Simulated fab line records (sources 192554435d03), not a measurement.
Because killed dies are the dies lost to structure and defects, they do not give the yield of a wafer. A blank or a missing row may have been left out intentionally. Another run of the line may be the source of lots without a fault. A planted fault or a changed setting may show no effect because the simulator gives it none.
Chamber matching -- flow n5 finfet -- N5_GATE_CUT_STRIP_41 on rie diel-05 has 4 sister chambers
The step strips in CF4. 4 wafers are shown with their chamber, then 7 later ones without.

WAFERS, EACH WITH ITS CHAMBER
wafer,chamber,throttle valve pct (%)
L120.5,0,13.90
L121.6,2,13.77
L130.1,3,13.64
L130.2,1,13.28

WAFERS WITHOUT THEIR CHAMBER
wafer,throttle valve pct (%)
L130.6,13.66
L131.1,13.64
L131.2,13.83
L131.6,13.64
L132.2,13.31
L132.3,13.66
L132.6,13.36

WHICH CHAMBER EACH WENT THROUGH
wafer,from the rows above,in truth
L130.6,3,3
L131.1,3,3
L131.2,can't be placed: 2 or 0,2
L131.6,3,3
L132.2,1,1
L132.3,3,3
L132.6,1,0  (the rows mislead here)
Correct placement for 5 of the 7. Cannot be placed on the basis of these rows: 1; the candidates contain the true chamber in 1. Number placed wrongly: 1.
How it was worked out, from the rows above alone: a wafer's distance from a chamber is the root of the sum, over the readings, of the square of ((its reading less the chamber's mean) divided by the reading's scatter). The wafer belongs to the nearest chamber; if the next one is less than 2 further off, it can't be placed. For every chamber, the mean is computed from those of its wafers that are shown. The scatter (one wafer shown for each chamber): square how far every hidden wafer sits from the nearest shown wafer, average those squares and take the square root.
